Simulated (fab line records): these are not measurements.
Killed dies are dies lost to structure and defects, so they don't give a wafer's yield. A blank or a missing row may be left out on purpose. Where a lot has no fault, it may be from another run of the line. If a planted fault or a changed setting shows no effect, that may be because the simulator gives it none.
fab line records	flow n5Finfet
record: lots: 24	wafers: 72	lastDay: 17
route steps=1938 shown HKMG_FIN@442 GATE_CUT@487 MOL_CONTACT_COAG@538
lots that met no fault: taken from a fault-free run of the same line
startH: the number of hours between the record's first day and the start of the first shown wafer of the lot	waitH: hours from the lot's prior step to this one	" repeats the value in the row above	L1.1+2: a row that stands for several wafers	- value missing, or start not given	* or withheld: withheld	< > ~ a bound
route shown NAME@n: a module of which the file shows steps, and the number in the route of the first	usual: average and standard deviation across the fault-free wafers	same: alike in all rows	chamber/n: place in a boat	sites: the reading at each site	_std_site: the standard deviation of these	_edge_site: mean of outer sites minus mean of inner sites	radiusMm: how far each site lies from the wafer's centre	mask NAME#n: copy n	behind: the most recent tool/chamber to have shaped the wafer	hold: cause of the lot's hold/its duration in hours/its outcome	device: transistor that didn't switch, given as n, p or np	end of line: tests run on the same wafers once the route is complete	a step without rows: its recipe alone	killed: dies that structure and defects cost at the first sort, which is not the same as the wafer's yield	map: dies across one wafer; x = killed, . = not, _ = none there
set.NAME: the setting that was run; set.NAME@STEP: the one run at that earlier step	model.NAME: the simulator's own value behind a step, which no gauge read
one table for each step of the route and one row for each wafer, over a sample of lots
services: when a tool's chamber went out of use (startH, in hours from the record's first day, below 0 if earlier), for how many hours, and the reason
== steps ==
step: N5_HKMG_FIN_ALD_91
recipe: material: TiN	targetThkA: 10	tempC: 400	aldPrecursorFamily: TiCl4	aldCoReactant: NH3	pulseTimeS: 1	purgeTimeS: 3	coReactantPurgeTimeS: 2	coReactantPulseTimeS: 2	aldCycles: 47	pressureTorr: 3
usual: heaterPowerW: 917/83	precursorPulseHeightRel: 1.003/0.021	susceptorTempC: 400.00/0.21
same: pulseTimeS: 1
lot.wafer	tool	chamber	startH	waitH	heaterPowerW	precursorPulseHeightRel	susceptorTempC
L074.3	aldMetal-01	1	75.16	0.1	882	1.021	399.84
L074.5	"	1	"	"	911	0.978	399.88
L074.6	"	2	"	"	768	0.985	400.01
L075.3	aldMetal-01	1	80.65	0.1	910	1.063	399.49
L075.4	"	2	"	"	764	0.982	400.05
L075.5	"	0	"	"	985	1.009	399.91
L076.2	aldMetal-04	1	90.15	0.3	958	0.982	400.28
L076.4	"	0	"	"	746	0.991	399.86
L076.5	"	1	"	"	962	1.032	399.91
L077.1	aldMetal-02	1	94.22	0.3	897	0.990	399.98
L077.3	"	2	"	"	973	1.011	400.43
L077.5	"	3	"	"	899	0.959	400.06
L078.4	aldMetal-02	3	104.64	0.1	926	1.037	399.79
L078.5	"	1	"	"	868	1.011	399.84
L078.6	"	0	"	"	1021	1.000	400.22
L079.2	aldMetal-01	3	108.66	0.3	931	1.000	399.93
L079.3	"	2	"	"	786	1.016	400.05
L079.6	"	0	"	"	1029	0.997	400.26
L080.2	aldMetal-01	0	118.10	0.3	998	0.995	400.28
L080.3	"	3	"	"	940	1.008	400.18
L080.5	"	2	"	"	772	0.972	399.47
L081.1	aldMetal-02	1	122.00	0.3	900	0.995	400.23
L081.3	"	2	"	"	965	1.019	400.24
L081.6	"	2	"	"	940	0.989	400.11
L082.1	aldMetal-01	1	131.03	0.3	905	1.007	400.38
L082.4	"	2	"	"	783	1.024	400.08
L082.6	"	2	"	"	753	1.007	400.08
L083.1	aldMetal-02	1	133.09	0.3	887	0.998	400.09
L083.3	"	3	"	"	919	1.004	400.01
L083.4	"	0	"	"	1008	1.001	400.40
L084.2	aldMetal-01	2	143.49	0.3	757	1.005	399.97
L084.5	"	0	"	"	1014	0.992	400.30
L084.6	"	3	"	"	941	1.018	399.87
L085.3	aldMetal-04	3	151.90	0.1	870	0.974	400.02
L085.4	"	2	"	"	1039	1.020	399.97
L085.6	"	0	"	"	755	0.999	400.09
L086.2	aldMetal-02	2	156.23	0.3	971	1.020	399.86
L086.4	"	0	"	"	1000	1.000	399.82
L086.5	"	2	"	"	965	0.978	400.04
L087.2	aldMetal-04	0	161.33	0.3	746	1.029	400.09
L087.3	"	1	"	"	959	0.947	400.11
L087.6	"	2	"	"	1048	1.017	400.14
L088.4	aldMetal-02	1	163.51	0.2	903	0.981	399.91
L088.5	"	3	"	"	923	1.011	400.40
L088.6	"	2	"	"	941	1.024	399.99
L089.1	aldMetal-04	3	169.01	0.3	851	1.020	400.03
L089.3	"	2	"	"	1024	0.985	399.63
L089.4	"	1	"	"	954	1.035	399.95
L090.1	aldMetal-01	3	174.17	0.3	933	1.034	399.40
L090.2	"	0	"	"	975	0.982	399.85
L090.6	"	2	"	"	772	1.034	399.81
L091.1	aldMetal-01	2	180.63	0.3	775	1.045	400.27
L091.2	"	1	"	"	900	1.001	399.77
L091.3	"	3	"	"	944	1.005	400.14
L092.2	aldMetal-02	1	182.42	0.3	920	1.009	399.76
L092.3	"	2	"	"	961	0.983	400.04
L092.6	"	3	"	"	902	0.984	399.58
L093.1	aldMetal-02	0	193.04	0.3	1026	1.032	400.02
L093.2	"	1	"	"	882	0.968	399.81
L093.6	"	2	"	"	967	0.985	399.89
L094.1	aldMetal-04	2	200.36	0.3	1020	1.016	400.27
L094.2	"	3	"	"	865	1.005	400.05
L094.6	"	0	"	"	737	1.000	399.70
L095.2	aldMetal-02	2	205.17	0.3	964	1.016	400.18
L095.3	"	0	"	"	999	0.978	400.33
L095.5	"	0	"	"	1030	1.026	400.10
L096.2	aldMetal-04	1	212.10	0.3	955	0.997	400.19
L096.5	"	2	"	"	1027	1.015	400.12
L096.6	"	1	"	"	961	0.994	400.26
L097.4	aldMetal-02	2	212.99	0.1	995	0.993	400.22
L097.5	"	3	"	"	900	0.941	399.73
L097.6	"	2	"	"	969	1.004	400.13
step: N5_GATE_CUT_CD_MEAS_13
recipe: targetCdNm: 20	landingEnergyEv: 500	detector: seInlens
usual: cdNm: 20.06/0.23
lot.wafer	tool	chamber	startH	waitH	cdNm
L074.3	cdSem-01	0	82.85	-	19.85
L074.5	"	0	"	"	19.96
L074.6	"	0	"	"	20.27
L075.3	cdSem-02	0	88.14	-	19.99
L075.4	"	0	"	"	20.18
L075.5	"	0	"	"	20.39
L076.2	cdSem-01	0	97.85	-	20.01
L076.4	"	0	"	"	19.91
L076.5	"	0	"	"	19.60
L077.1	cdSem-03	0	105.12	-	19.86
L077.3	"	0	"	"	20.17
L077.5	"	0	"	"	20.15
L078.4	cdSem-03	0	111.89	-	20.47
L078.5	"	0	"	"	20.14
L078.6	"	0	"	"	20.23
L079.2	cdSem-02	0	117.51	-	20.23
L079.3	"	0	"	"	20.03
L079.6	"	0	"	"	20.15
L080.2	cdSem-03	0	125.45	-	20.09
L080.3	"	0	"	"	19.69
L080.5	"	0	"	"	19.88
L081.1	cdSem-02	0	129.44	-	20.22
L081.3	"	0	"	"	19.83
L081.6	"	0	"	"	19.93
L082.1	cdSem-03	0	138.08	-	20.07
L082.4	"	0	"	"	19.71
L082.6	"	0	"	"	20.46
L083.1	cdSem-03	0	140.62	-	20.37
L083.3	"	0	"	"	20.09
L083.4	"	0	"	"	19.99
L084.2	cdSem-02	0	150.75	-	19.81
L084.5	"	0	"	"	20.53
L084.6	"	0	"	"	20.16
L085.3	cdSem-02	0	159.12	-	19.96
L085.4	"	0	"	"	20.05
L085.6	"	0	"	"	19.77
L086.2	cdSem-02	0	163.55	-	19.88
L086.4	"	0	"	"	19.90
L086.5	"	0	"	"	19.81
L087.2	cdSem-03	0	168.96	-	19.80
L087.3	"	0	"	"	19.80
L087.6	"	0	"	"	19.60
L088.4	cdSem-02	0	170.93	-	20.31
L088.5	"	0	"	"	20.33
L088.6	"	0	"	"	20.56
L089.1	cdSem-01	0	176.77	-	19.87
L089.3	"	0	"	"	19.76
L089.4	"	0	"	"	19.75
L090.1	cdSem-03	0	181.69	-	20.53
L090.2	"	0	"	"	19.97
L090.6	"	0	"	"	20.15
L091.1	cdSem-02	0	188.32	-	19.89
L091.2	"	0	"	"	20.25
L091.3	"	0	"	"	19.96
L092.2	cdSem-03	0	190.54	-	20.01
L092.3	"	0	"	"	20.25
L092.6	"	0	"	"	19.99
L093.1	cdSem-03	0	200.03	-	20.07
L093.2	"	0	"	"	20.08
L093.6	"	0	"	"	20.03
L094.1	cdSem-01	0	207.59	-	20.33
L094.2	"	0	"	"	19.95
L094.6	"	0	"	"	19.94
L095.2	cdSem-01	0	212.16	-	19.76
L095.3	"	0	"	"	19.94
L095.5	"	0	"	"	19.96
L096.2	cdSem-03	0	219.38	-	20.01
L096.5	"	0	"	"	20.47
L096.6	"	0	"	"	20.35
L097.4	cdSem-01	0	220.28	-	20.45
L097.5	"	0	"	"	20.03
L097.6	"	0	"	"	20.56
step: N5_GATE_CUT_STRIP_41
recipe: chemistry: CF4	resist: SiARC	powerW: 300	biasPowerW: 75	pressureMtorr: 50	cf4FlowSccm: 150	rfFrequencyHz: 6e+07
usual: drypumpMotorCurrentA: 5.83/0.26	oesProductAu: 0.180/0.018	rfVppV: 271.5/1.3	showerheadPlenumPTorr: 1.81/0.055	throttleValvePct: 13.7/0.31
lot.wafer	tool	chamber	startH	waitH	drypumpMotorCurrentA	oesProductAu	rfHoursCounterH	rfVppV	showerheadPlenumPTorr	throttleValvePct
L074.3	rieDiel-06	0	83.39	0.0	5.81	0.167	201	271.7	1.85	14.0
L074.5	"	3	"	"	6.15	0.193	-	270.6	1.76	13.6
L074.6	"	2	"	"	5.79	0.170	-	272.6	1.87	13.7
L075.3	rieDiel-04	3	88.49	0.0	5.45	0.168	184	270.9	1.78	13.8
L075.4	"	1	"	"	6.26	0.165	-	268.0	1.70	14.0
L075.5	"	3	"	"	5.44	0.171	-	272.0	1.78	13.8
L076.2	rieDiel-02	1	98.20	0.0	5.90	0.170	182	272.7	1.78	13.9
L076.4	"	0	"	"	6.07	0.181	135	271.3	1.80	13.8
L076.5	"	3	"	"	5.57	0.165	-	273.9	1.85	13.8
L077.1	rieDiel-04	0	105.47	0.0	5.85	0.188	127	270.7	1.88	13.9
L077.3	"	3	"	"	5.46	0.171	190	271.8	1.78	13.8
L077.5	"	2	"	"	5.76	0.218	-	270.1	1.76	12.9
L078.4	rieDiel-04	2	112.24	0.0	5.79	0.209	-	271.0	1.76	12.9
L078.5	"	3	"	"	5.47	0.175	-	270.8	1.78	13.8
L078.6	"	0	"	"	5.83	0.184	-	271.5	1.87	13.9
L079.2	rieDiel-06	0	117.85	0.0	5.82	0.163	212	272.3	1.85	14.0
L079.3	"	1	"	"	5.94	0.162	225	272.2	1.84	13.7
L079.6	"	0	"	"	5.81	0.160	-	271.2	1.85	14.0
L080.2	rieDiel-06	0	125.80	0.0	5.86	0.161	214	272.6	1.85	14.0
L080.3	"	3	"	"	6.17	0.189	66	271.1	1.75	13.6
L080.5	"	2	"	"	5.79	0.171	-	271.8	1.87	13.8
L081.1	rieDiel-02	2	129.79	0.0	5.30	0.186	127	270.3	1.73	13.4
L081.3	"	3	"	"	5.57	0.166	224	271.3	1.85	13.9
L081.6	"	3	"	"	5.59	0.158	-	272.5	1.85	13.9
L082.1	rieDiel-04	1	138.58	0.0	6.24	0.216	8	274.2	1.90	13.5
L082.4	"	2	"	"	5.81	0.206	-	270.5	1.76	12.9
L082.6	"	0	"	"	5.83	0.181	-	273.3	1.87	13.9
L083.1	rieDiel-04	1	140.97	0.0	6.25	0.221	9	274.2	1.90	13.5
L083.3	"	2	"	"	5.80	0.211	21	270.8	1.76	12.9
L083.4	"	1	"	"	6.26	0.223	-	272.1	1.90	13.5
L084.2	rieDiel-04	1	151.21	0.0	6.25	0.217	13	272.8	1.90	13.5
L084.5	"	1	"	"	6.23	0.216	-	272.3	1.90	13.5
L084.6	"	0	"	"	5.84	0.180	-	271.2	1.87	13.9
L085.3	rieDiel-06	0	159.49	0.0	5.82	0.159	226	271.2	1.85	14.1
L085.4	"	3	"	"	6.10	0.186	77	269.4	1.75	13.6
L085.6	"	1	"	"	5.95	0.167	-	271.2	1.84	13.7
L086.2	rieDiel-02	2	163.90	0.0	5.33	0.178	139	269.2	1.73	13.4
L086.4	"	0	"	"	6.08	0.178	155	272.9	1.80	13.8
L086.5	"	0	"	"	6.06	0.181	-	271.2	1.80	13.8
L087.2	rieDiel-04	1	169.30	0.0	6.24	0.212	18	271.7	1.90	13.5
L087.3	"	2	"	"	5.82	0.211	27	271.6	1.75	12.9
L087.6	"	3	"	"	5.47	0.166	-	269.8	1.78	13.8
L088.4	rieDiel-02	1	171.51	0.0	5.87	0.167	206	271.2	1.78	13.9
L088.5	"	0	"	"	6.08	0.179	-	271.0	1.80	13.8
L088.6	"	1	"	"	5.89	0.164	-	271.0	1.78	13.9
L089.1	rieDiel-04	3	177.12	0.0	5.45	0.168	211	270.3	1.77	13.8
L089.3	"	2	"	"	5.81	0.204	28	271.6	1.75	12.9
L089.4	"	0	"	"	5.84	0.167	150	272.7	1.87	14.0
L090.1	rieDiel-02	3	182.31	0.0	5.59	0.158	240	272.2	1.84	13.9
L090.2	"	0	"	"	6.06	0.178	160	270.4	1.79	13.8
L090.6	"	1	"	"	5.88	0.171	-	270.9	1.78	14.0
L091.1	rieDiel-06	0	188.72	0.0	5.86	0.158	234	272.0	1.85	14.1
L091.2	"	1	"	"	5.96	0.163	244	271.4	1.84	13.7
L091.3	"	3	"	"	6.16	0.194	85	270.7	1.75	13.7
L092.2	rieDiel-04	1	190.89	0.0	6.25	0.211	22	272.7	1.90	13.5
L092.3	"	3	"	"	5.45	0.166	215	270.8	1.77	13.8
L092.6	"	0	"	"	5.87	0.176	-	272.0	1.87	14.0
L093.1	rieDiel-04	0	200.46	0.0	5.83	0.177	157	274.0	1.87	14.0
L093.2	"	1	"	"	6.24	0.213	25	273.9	1.90	13.5
L093.6	"	3	"	"	5.44	0.169	-	272.1	1.77	13.8
L094.1	rieDiel-02	2	207.94	0.0	5.32	0.179	151	269.8	1.73	13.4
L094.2	"	1	"	"	5.89	0.163	217	271.7	1.77	14.0
L094.6	"	1	"	"	5.90	0.158	-	270.5	1.77	14.0
L095.2	rieDiel-06	3	212.62	0.0	6.17	0.193	92	269.9	1.74	13.7
L095.3	"	0	"	"	5.80	0.160	242	272.7	1.84	14.1
L095.5	"	2	"	"	5.76	0.159	-	272.6	1.86	13.8
L096.2	rieDiel-04	2	219.73	0.0	5.82	0.200	40	269.3	1.75	13.0
L096.5	"	1	"	"	6.26	0.209	-	273.1	1.89	13.5
L096.6	"	0	"	"	5.84	0.179	-	272.1	1.87	14.0
L097.4	rieDiel-06	2	220.65	0.0	5.77	0.167	192	273.4	1.86	13.8
L097.5	"	0	"	"	5.83	0.155	-	271.6	1.84	14.1
L097.6	"	1	"	"	5.94	0.157	-	271.7	1.84	13.8
step: N5_GATE_CUT_VAPOR_ETCH_48
recipe: chemistry: BCl3/Cl2	target: TiN	mode: isotropic
usual: drypumpMotorCurrentA: 5.8/0.44	oesProductAu: 0.80/0.081
lot.wafer	tool	chamber	startH	waitH	drypumpMotorCurrentA	oesProductAu
L074.3	rieMetal-03	0	83.75	0.0	5.2	0.93
L074.5	"	1	"	"	5.7	0.72
L074.6	"	0	"	"	5.2	0.94
L075.3	rieMetal-01	1	88.85	0.0	5.8	0.76
L075.4	"	0	"	"	6.6	0.85
L075.5	"	0	"	"	6.6	0.86
L076.2	rieMetal-02	1	98.54	0.0	5.5	0.73
L076.4	"	1	"	"	5.5	0.74
L076.5	"	0	"	"	5.9	0.95
L077.1	rieMetal-02	1	105.82	0.0	5.5	0.73
L077.3	"	1	"	"	5.5	0.74
L077.5	"	1	"	"	5.5	0.73
L078.4	rieMetal-01	1	112.59	0.0	5.8	0.76
L078.5	"	0	"	"	6.6	0.85
L078.6	"	1	"	"	5.8	0.76
L079.2	rieMetal-03	0	118.20	0.0	5.2	0.92
L079.3	"	1	"	"	5.7	0.70
L079.6	"	1	"	"	5.7	0.71
L080.2	rieMetal-01	1	126.14	0.0	5.9	0.75
L080.3	"	1	"	"	5.8	0.76
L080.5	"	0	"	"	6.6	0.85
L081.1	rieMetal-03	1	130.14	0.0	5.7	0.70
L081.3	"	0	"	"	5.2	0.90
L081.6	"	1	"	"	5.7	0.71
L082.1	rieMetal-01	0	138.93	0.0	6.6	0.84
L082.4	"	1	"	"	5.8	0.75
L082.6	"	0	"	"	6.6	0.84
L083.1	rieMetal-03	1	141.32	0.0	5.7	0.71
L083.3	"	0	"	"	5.2	0.90
L083.4	"	1	"	"	5.7	0.70
L084.2	rieMetal-03	0	151.56	0.0	5.2	0.89
L084.5	"	0	"	"	5.2	0.88
L084.6	"	1	"	"	5.7	0.70
L085.3	rieMetal-01	0	159.85	0.0	6.6	0.83
L085.4	"	1	"	"	5.8	0.75
L085.6	"	1	"	"	5.8	0.74
L086.2	rieMetal-01	1	164.25	0.0	5.8	0.75
L086.4	"	0	"	"	6.6	0.83
L086.5	"	0	"	"	6.6	0.83
L087.2	rieMetal-02	0	169.65	0.0	5.9	0.90
L087.3	"	1	"	"	5.5	0.72
L087.6	"	0	"	"	5.9	0.90
L088.4	rieMetal-03	1	171.87	0.0	5.7	0.70
L088.5	"	0	"	"	5.2	0.89
L088.6	"	1	"	"	5.7	0.70
L089.1	rieMetal-02	1	177.47	0.0	5.5	0.71
L089.3	"	0	"	"	5.9	0.90
L089.4	"	1	"	"	5.5	0.72
L090.1	rieMetal-02	1	182.65	0.0	5.5	0.71
L090.2	"	0	"	"	5.9	0.89
L090.6	"	1	"	"	5.5	0.71
L091.1	rieMetal-01	1	189.07	0.0	5.8	0.73
L091.2	"	0	"	"	6.6	0.82
L091.3	"	1	"	"	5.9	0.74
L092.2	rieMetal-01	1	191.24	0.0	5.9	0.73
L092.3	"	0	"	"	6.6	0.81
L092.6	"	0	"	"	6.6	0.82
L093.1	rieMetal-01	1	200.81	0.0	5.8	0.74
L093.2	"	0	"	"	6.6	0.82
L093.6	"	1	"	"	5.8	0.75
L094.1	rieMetal-03	0	208.29	0.0	5.2	0.86
L094.2	"	1	"	"	5.7	0.70
L094.6	"	1	"	"	5.7	0.70
L095.2	rieMetal-02	1	213.63	0.7	5.5	0.71
L095.3	"	1	"	"	5.4	0.71
L095.5	"	0	"	"	5.9	0.87
L096.2	rieMetal-02	1	220.08	0.0	5.5	0.71
L096.5	"	1	"	"	5.4	0.71
L096.6	"	0	"	"	5.9	0.88
L097.4	rieMetal-03	0	221.01	0.0	5.2	0.86
L097.5	"	0	"	"	5.2	0.87
L097.6	"	1	"	"	5.6	0.70
step: N5_GATE_CUT_VAPOR_ETCH_51
recipe: chemistry: BCl3/Cl2	target: HfO2	mode: isotropic
usual: drypumpMotorCurrentA: 5.8/0.44	oesProductAu: 0.80/0.082
lot.wafer	tool	chamber	startH	waitH	drypumpMotorCurrentA	oesProductAu
L074.3	rieMetal-03	0	83.81	0.0	5.2	0.95
L074.5	"	1	"	"	5.7	0.72
L074.6	"	0	"	"	5.2	0.95
L075.3	rieMetal-01	1	88.91	0.0	5.8	0.76
L075.4	"	0	"	"	6.6	0.86
L075.5	"	0	"	"	6.6	0.86
L076.2	rieMetal-02	1	98.60	0.0	5.5	0.73
L076.4	"	1	"	"	5.5	0.73
L076.5	"	0	"	"	5.9	0.96
L077.1	rieMetal-02	1	105.88	0.0	5.5	0.73
L077.3	"	1	"	"	5.5	0.72
L077.5	"	1	"	"	5.5	0.73
L078.4	rieMetal-01	1	112.65	0.0	5.8	0.76
L078.5	"	0	"	"	6.6	0.85
L078.6	"	1	"	"	5.9	0.75
L079.2	rieMetal-03	0	118.26	0.0	5.2	0.91
L079.3	"	1	"	"	5.6	0.70
L079.6	"	1	"	"	5.7	0.71
L080.2	rieMetal-01	1	126.20	0.0	5.8	0.75
L080.3	"	1	"	"	5.8	0.75
L080.5	"	0	"	"	6.6	0.83
L081.1	rieMetal-03	1	130.20	0.0	5.7	0.71
L081.3	"	0	"	"	5.2	0.91
L081.6	"	1	"	"	5.6	0.70
L082.1	rieMetal-01	0	138.99	0.0	6.6	0.84
L082.4	"	1	"	"	5.8	0.75
L082.6	"	0	"	"	6.6	0.83
L083.1	rieMetal-03	1	141.38	0.0	5.7	0.71
L083.3	"	0	"	"	5.2	0.89
L083.4	"	1	"	"	5.6	0.70
L084.2	rieMetal-03	0	151.62	0.0	5.2	0.89
L084.5	"	0	"	"	5.2	0.88
L084.6	"	1	"	"	5.7	0.70
L085.3	rieMetal-01	0	159.91	0.0	6.6	0.83
L085.4	"	1	"	"	5.8	0.74
L085.6	"	1	"	"	5.8	0.74
L086.2	rieMetal-01	1	164.31	0.0	5.9	0.75
L086.4	"	0	"	"	6.6	0.82
L086.5	"	0	"	"	6.6	0.83
L087.2	rieMetal-02	0	169.71	0.0	5.9	0.91
L087.3	"	1	"	"	5.5	0.73
L087.6	"	0	"	"	5.9	0.91
L088.4	rieMetal-03	1	171.93	0.0	5.7	0.70
L088.5	"	0	"	"	5.2	0.88
L088.6	"	1	"	"	5.7	0.70
L089.1	rieMetal-02	1	177.53	0.0	5.5	0.72
L089.3	"	0	"	"	5.9	0.90
L089.4	"	1	"	"	5.4	0.71
L090.1	rieMetal-02	1	182.71	0.0	5.5	0.72
L090.2	"	0	"	"	5.9	0.90
L090.6	"	1	"	"	5.5	0.72
L091.1	rieMetal-01	1	189.13	0.0	5.8	0.73
L091.2	"	0	"	"	6.6	0.82
L091.3	"	1	"	"	5.8	0.74
L092.2	rieMetal-01	1	191.30	0.0	5.8	0.74
L092.3	"	0	"	"	6.6	0.82
L092.6	"	0	"	"	6.6	0.82
L093.1	rieMetal-01	1	200.87	0.0	5.8	0.73
L093.2	"	0	"	"	6.6	0.81
L093.6	"	1	"	"	5.8	0.73
L094.1	rieMetal-03	0	208.35	0.0	5.2	0.87
L094.2	"	1	"	"	5.7	0.70
L094.6	"	1	"	"	5.7	0.70
L095.2	rieMetal-02	1	213.69	0.0	5.5	0.71
L095.3	"	1	"	"	5.5	0.71
L095.5	"	0	"	"	5.9	0.88
L096.2	rieMetal-02	1	220.14	0.0	5.5	0.71
L096.5	"	1	"	"	5.5	0.72
L096.6	"	0	"	"	5.9	0.88
L097.4	rieMetal-03	0	221.07	0.0	5.2	0.86
L097.5	"	0	"	"	5.2	0.86
L097.6	"	1	"	"	5.7	0.70
step: N5_MOL_CONTACT_COAG_ETCH_110
recipe: chemistry: CF4/O2	target: Si	targetDepthA: 25	timeS: 8	pressureMtorr: 100	sourceW: 200	biasW: 12	ionEnergyEv: 60	Ar_flow_sccm: 100	cf4FlowSccm: 100	O2_flow_sccm: 10
usual: biasW: 12.00/0.038	drypumpMotorCurrentA: 5.8/0.49	oesProductAu: 0.75/0.068	rfVppV: 126.6/1.3	showerheadPlenumPTorr: 2.24/0.066	throttleValvePct: 10.80/0.25
lot.wafer	tool	chamber	startH	waitH	biasW	drypumpMotorCurrentA	oesProductAu	rfHoursCounterH	rfVppV	showerheadPlenumPTorr	throttleValvePct
L074.3	rieDiel-03	3	87.23	0.0	12.04	6.3	0.82	101	126.3	2.15	10.60
L074.5	"	2	"	"	11.98	6.6	0.73	-	128.6	2.31	11.05
L074.6	"	1	"	"	12.02	5.7	0.82	-	126.3	2.35	10.37
L075.3	rieDiel-03	1	92.38	0.0	12.01	5.7	0.82	74	128.6	2.35	10.39
L075.4	"	2	"	"	12.00	6.6	0.71	182	128.1	2.30	11.04
L075.5	"	3	"	"	11.97	6.3	0.80	-	125.9	2.15	10.60
L076.2	rieDiel-01	0	105.71	0.0	12.02	5.5	0.71	227	127.4	2.29	10.75
L076.4	"	1	"	"	12.06	6.1	0.73	-	124.5	2.14	10.72
L076.5	"	3	"	"	12.00	5.1	0.85	-	128.0	2.35	10.32
L077.1	rieDiel-05	2	109.88	0.0	12.05	6.3	0.72	169	126.2	2.23	10.92
L077.3	"	3	"	"	11.96	5.4	0.74	164	127.4	2.22	10.89
L077.5	"	0	"	"	12.02	5.2	0.72	-	126.2	2.29	10.88
L078.4	rieDiel-05	0	116.06	0.0	11.96	5.2	0.71	198	126.4	2.29	10.89
L078.5	"	0	"	"	11.94	5.2	0.72	-	126.3	2.29	10.89
L078.6	"	3	"	"	12.02	5.4	0.74	-	127.4	2.22	10.92
L079.2	rieDiel-05	1	121.90	0.0	12.02	6.2	0.72	220	124.6	2.20	10.96
L079.3	"	2	"	"	12.02	6.3	0.72	174	127.1	2.22	10.94
L079.6	"	2	"	"	12.02	6.3	0.72	-	125.3	2.22	10.94
L080.2	rieDiel-05	0	129.96	0.0	11.98	5.2	0.71	203	126.9	2.29	10.92
L080.3	"	3	"	"	12.06	5.3	0.74	171	125.3	2.22	10.92
L080.5	"	1	"	"	12.02	6.2	0.72	-	125.8	2.20	10.96
L081.1	rieDiel-05	2	133.62	0.0	11.97	6.3	0.71	179	127.2	2.22	10.95
L081.3	"	1	"	"	11.94	6.2	0.71	224	126.6	2.20	10.98
L081.6	"	0	"	"	12.03	5.2	0.72	-	125.1	2.29	10.91
L082.1	rieDiel-05	2	143.50	0.0	12.01	6.3	0.71	182	125.3	2.22	10.95
L082.4	"	1	"	"	12.03	6.1	0.72	228	123.8	2.20	10.98
L082.6	"	1	"	"	12.03	6.1	0.71	-	126.1	2.20	10.99
L083.1	rieDiel-01	1	144.93	0.0	11.99	6.1	0.72	185	125.4	2.13	10.77
L083.3	"	3	"	"	11.95	5.1	0.82	50	127.3	2.34	10.36
L083.4	"	2	"	"	12.07	5.4	0.84	61	128.9	2.35	10.41
L084.2	rieDiel-01	2	156.19	0.0	11.97	5.4	0.83	65	128.5	2.35	10.44
L084.5	"	3	"	"	12.04	5.1	0.82	-	128.5	2.34	10.38
L084.6	"	2	"	"	11.98	5.4	0.84	-	128.4	2.35	10.44
L085.3	rieDiel-05	1	163.45	0.0	12.05	6.2	0.71	237	127.0	2.19	11.00
L085.4	"	2	"	"	12.02	6.3	0.71	190	125.7	2.22	10.96
L085.6	"	3	"	"	12.00	5.4	0.72	-	126.8	2.21	10.96
L086.2	rieDiel-05	0	167.78	0.0	12.06	5.2	0.71	216	126.5	2.29	10.93
L086.4	"	1	"	"	11.98	6.1	0.71	238	125.0	2.19	11.03
L086.5	"	0	"	"	12.01	5.2	0.70	-	126.4	2.29	10.95
L087.2	rieDiel-05	3	173.35	0.0	11.94	5.3	0.72	188	126.9	2.21	10.95
L087.3	"	1	"	"	12.04	6.2	0.70	240	126.1	2.19	11.03
L087.6	"	1	"	"	12.00	6.2	0.70	-	125.2	2.19	11.01
L088.4	rieDiel-05	1	175.51	0.0	11.93	6.1	0.70	241	125.8	2.19	11.03
L088.5	"	3	"	"	12.00	5.3	0.73	-	126.0	2.21	10.98
L088.6	"	2	"	"	12.04	6.3	0.71	-	125.5	2.22	10.98
L089.1	rieDiel-01	3	180.96	0.0	12.00	5.1	0.80	65	128.6	2.34	10.42
L089.3	"	2	"	"	11.98	5.4	0.82	74	128.9	2.35	10.45
L089.4	"	3	"	"	11.96	5.1	0.80	-	127.7	2.34	10.44
L090.1	rieDiel-03	1	186.23	0.0	11.98	5.7	0.79	104	127.3	2.34	10.47
L090.2	"	3	"	"	12.02	6.3	0.79	130	125.8	2.14	10.68
L090.6	"	0	"	"	12.02	6.3	0.92	-	124.3	2.18	10.50
L091.1	rieDiel-03	2	192.60	0.0	12.00	6.6	0.71	211	128.2	2.29	11.13
L091.2	"	1	"	"	12.03	5.7	0.78	106	128.8	2.33	10.48
L091.3	"	0	"	"	11.95	6.3	0.89	31	124.9	2.18	10.50
L092.2	rieDiel-05	0	194.73	0.0	11.91	5.2	0.69	226	126.7	2.28	10.96
L092.3	"	1	"	"	12.03	6.1	0.70	247	125.3	2.19	11.05
L092.6	"	2	"	"	11.95	6.3	0.70	-	124.6	2.22	11.01
L093.1	rieDiel-05	0	204.29	0.0	11.98	5.2	0.70	230	126.0	2.28	10.99
L093.2	"	2	"	"	11.94	6.3	0.69	204	124.9	2.21	11.02
L093.6	"	2	"	"	11.96	6.3	0.70	-	124.9	2.21	11.01
L094.1	rieDiel-03	0	211.78	0.0	11.98	6.3	0.89	38	124.9	2.18	10.54
L094.2	"	2	"	"	12.00	6.6	0.70	218	127.9	2.29	11.15
L094.6	"	3	"	"	11.99	6.3	0.78	-	124.1	2.14	10.72
L095.2	rieDiel-03	0	217.40	0.0	12.02	6.3	0.88	40	124.1	2.18	10.53
L095.3	"	2	"	"	12.04	6.6	0.70	220	127.1	2.29	11.16
L095.5	"	0	"	"	12.00	6.3	0.89	-	124.6	2.18	10.54
L096.2	rieDiel-01	3	223.59	0.0	12.04	5.1	0.78	79	128.7	2.33	10.46
L096.5	"	0	"	"	11.99	5.5	0.94	-	129.6	2.27	10.15
L096.6	"	1	"	"	12.01	6.1	0.70	-	126.3	2.12	10.86
L097.4	rieDiel-05	3	224.48	0.0	11.95	5.3	0.71	208	127.8	2.21	11.01
L097.5	"	1	"	"	11.98	6.2	0.99	-	124.9	2.19	10.34
L097.6	"	0	"	"	12.07	5.2	0.69	-	126.4	2.28	11.03
== services ==
tool	chamber	startH	hours	kind
rieDiel-04	2	55.43	-	clean
rieDiel-04	2	55.43	-	consumableReplace:focusRing
rieDiel-04	2	55.43	15.9	scheduledDown
aldMetal-01	-	75.99	0.4	repair
aldMetal-04	-	80.04	2.8	pm
rieDiel-04	2	86.03	7.0	repair
rieMetal-02	-	87.75	2.8	pm
rieDiel-03	-	94.92	10.0	pm
rieDiel-03	3	109.32	3.6	repair
aldMetal-01	2	120.69	8.2	repair
aldMetal-04	-	125.66	0.7	repair
rieDiel-06	1	133.57	9.6	repair
rieDiel-03	2	134.14	4.8	repair
rieDiel-04	3	137.47	4.1	repair
rieDiel-04	2	146.42	8.2	repair
aldMetal-01	-	164.27	8.7	pm
aldMetal-04	2	171.51	8.3	repair
rieDiel-04	-	173.81	2.7	repair
rieMetal-01	-	178.94	1.6	repair
rieDiel-05	1	202.25	-	clean
rieDiel-05	1	202.25	-	consumableReplace:focusRing
rieDiel-05	1	202.25	14.5	scheduledDown
rieDiel-05	1	202.25	14.5	ventCycle
rieMetal-03	-	205.01	2.8	pm
== key ==
fault none
